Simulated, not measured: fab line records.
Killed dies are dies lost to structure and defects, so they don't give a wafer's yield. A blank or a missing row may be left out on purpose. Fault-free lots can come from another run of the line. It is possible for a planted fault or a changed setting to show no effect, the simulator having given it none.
Tool commonality check -- flow nand harc -- 14 lots and 42 wafers in the sample

## WHY IT WAS OPENED
Flagged at NHARC_P_ZERO_WELL_INSPECT_43: reading raw defect count, on 2 of 14 lots. Wafers without a fault read 13, standard deviation 6.9.
Rule: a lot is flagged in two cases, either no wafer of it has a number, or all its wafers with numbers fall more than 4 standard deviations from that mean. As for the other lots, they are considered sound.

lot,measured,on,"raw defect count, wafer by wafer",flag
L133,day 2 03:53,defect inspect-01,12 24 23,
L135,day 2 23:49,defect inspect-02,6 13 12,
L136,day 3 09:31,defect inspect-01,15 24 33,
L137,day 3 19:44,defect inspect-01,12 11 10,
L138,day 4 05:27,defect inspect-02,32 13 23,
L139,day 4 15:41,defect inspect-02,11 9 12,
L144,day 6 17:38,defect inspect-01,7 9 11,
L145,day 7 03:38,defect inspect-02,14 10 11,
L149,day 8 19:32,defect inspect-02,11 13 3,
L150,day 9 06:33,defect inspect-01,1174 1077 1112,FLAGGED
L151,day 9 17:58,defect inspect-02,1119 1124 1108,FLAGGED
L152,day 10 01:56,defect inspect-01,23 9 4,
L155,day 11 07:26,defect inspect-02,3 5 14,
L156,day 11 17:37,defect inspect-02,10 13 18,
On average the flagged lots read 1119, which is +1106 against the usual, or +99 or more standard deviations.

## WHICH TOOL RAN EACH LOT
2 process steps preceding the reading are held in the record, out of 1302 steps in the route. Each cell gives the tool, then ch followed by the chambers the sampled wafers passed through, then the start.
lot,flag,NHARC_P_ZERO_WELL_DESCUM_26,NHARC_P_ZERO_WELL_EXPOSE_49
L133,,"rie diel-08 ch 0,1, day 1 23:03","krf scanner-02 ch 0, day 2 01:55"
L135,,"rie diel-13 ch 0,3, day 2 18:44","krf scanner-04 ch 0, day 2 21:50"
L136,,"rie diel-08 ch 2,3, day 3 04:41","krf scanner-04 ch 0, day 3 07:32"
L137,,"rie diel-05 ch 1,2,3, day 3 14:44","krf scanner-01 ch 0, day 3 17:42"
L138,,"rie diel-13 ch 0,1,2, day 4 00:38","krf scanner-04 ch 0, day 4 03:28"
L139,,"rie diel-08 ch 1,2, day 4 10:47","krf scanner-01 ch 0, day 4 13:44"
L144,,"rie diel-05 ch 0,1, day 6 12:44","krf scanner-01 ch 0, day 6 15:34"
L145,,"rie diel-08 ch 0,1,3, day 6 22:43","krf scanner-02 ch 0, day 7 01:39"
L149,,"rie diel-08 ch 0,1,3, day 8 14:40","krf scanner-02 ch 0, day 8 17:35"
L150,FLAGGED,"rie diel-05 ch 1,2,3, day 9 01:25","krf scanner-02, day 9 04:17"
L151,FLAGGED,"rie diel-13 ch 1,2,3, day 9 12:59","krf scanner-01, day 9 15:57"
L152,,"rie diel-08 ch 0,2,3, day 9 20:49","krf scanner-02 ch 0, day 9 23:50"
L155,,"rie diel-08 ch 0,1,3, day 11 02:38","krf scanner-01 ch 0, day 11 05:28"
L156,,"rie diel-08 ch 0,3, day 11 12:39","krf scanner-02 ch 0, day 11 15:29"
What the steps here do:
- NHARC_P_ZERO_WELL_DESCUM_26: chemistry O2, time 3 s.
- NHARC_P_ZERO_WELL_EXPOSE_49: exposes mask P HVPW, target cd 2000 nm.
- NHARC_P_ZERO_WELL_INSPECT_43

## FLAGGED AGAINST TOTAL, ONE TOOL AT A TIME (gauges that did the reading follow at the end)
step,tool,lots run,flagged,share of the flagged lots,sound lots run after its first flagged lot
NHARC_P_ZERO_WELL_DESCUM_26,rie diel-05,3,1,some,0
NHARC_P_ZERO_WELL_DESCUM_26,rie diel-08,8,0,none,-
NHARC_P_ZERO_WELL_DESCUM_26,rie diel-13,3,1,some,0
NHARC_P_ZERO_WELL_EXPOSE_49,krf scanner-01,5,1,some,1 (L155)
NHARC_P_ZERO_WELL_EXPOSE_49,krf scanner-02,6,1,some,"2 (L152,L156)"
NHARC_P_ZERO_WELL_EXPOSE_49,krf scanner-04,3,0,none,-
NHARC_P_ZERO_WELL_INSPECT_43,defect inspect-01,6,1,some,1 (L152)
NHARC_P_ZERO_WELL_INSPECT_43,defect inspect-02,8,1,some,"2 (L155,L156)"

## THE TABLE: WHAT IT ALLOWS
No row of the table ran every flagged lot.

## WHAT THE SIMULATOR HAD INSERTED
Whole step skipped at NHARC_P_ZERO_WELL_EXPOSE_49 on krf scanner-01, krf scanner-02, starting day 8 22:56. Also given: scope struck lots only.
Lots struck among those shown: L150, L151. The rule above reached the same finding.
